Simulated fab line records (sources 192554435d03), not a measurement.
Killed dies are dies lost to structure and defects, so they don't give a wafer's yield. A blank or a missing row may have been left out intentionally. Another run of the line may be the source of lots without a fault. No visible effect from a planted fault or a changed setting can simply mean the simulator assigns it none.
Chamber matching :: flow n5_finfet :: N5_ILD0_LINER_00 on ald_sin-01 has 4 sister chambers
The step material SiNx, target thk 4 nm, pulse time 1 s, purge time 2 s. 4 wafers are shown with their chamber, then 9 later ones without.

WAFERS PAIRED WITH THEIR CHAMBERS
wafer: L081.1
chamber: 1
heater_power_w (W): 935

wafer: L088.3
chamber: 2
heater_power_w (W): 857

wafer: L089.3
chamber: 0
heater_power_w (W): 778

wafer: L089.5
chamber: 3
heater_power_w (W): 734

WAFERS WITHOUT THEIR CHAMBER
wafer: L090.2
heater_power_w (W): 869

wafer: L090.4
heater_power_w (W): 759

wafer: L090.6
heater_power_w (W): 851

wafer: L091.2
heater_power_w (W): 964

wafer: L091.5
heater_power_w (W): 859

wafer: L091.6
heater_power_w (W): 736

wafer: L093.2
heater_power_w (W): 732

wafer: L093.4
heater_power_w (W): 874

wafer: L093.6
heater_power_w (W): 741

CHAMBER TAKEN BY EACH
wafer: L090.2
from the rows above: 2
in truth: 2

wafer: L090.4
from the rows above: can't be placed: 0 or 3
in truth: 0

wafer: L090.6
from the rows above: 2
in truth: 2

wafer: L091.2
from the rows above: 1
in truth: 1

wafer: L091.5
from the rows above: 2
in truth: 2

wafer: L091.6
from the rows above: 3
in truth: 3

wafer: L093.2
from the rows above: 3
in truth: 3

wafer: L093.4
from the rows above: 2
in truth: 2

wafer: L093.6
from the rows above: 3
in truth: 3
Correct placement for 8 of the 9. Not placeable from these rows: 1 (in 1, the candidates include the true chamber). Placed wrongly: 0.
How it was worked out, from the rows above alone: a wafer's distance from a chamber is the root of the sum, over the readings, of the square of ((its reading less the chamber's mean) divided by the reading's scatter). If the next closest chamber is less than 2 further off than the closest, the wafer can't be placed; otherwise it belongs to the closest. For every chamber, the mean is computed from those of its wafers that are shown. The scatter: root of mean squared gap, hidden wafer to nearest shown wafer, with one shown wafer a chamber.
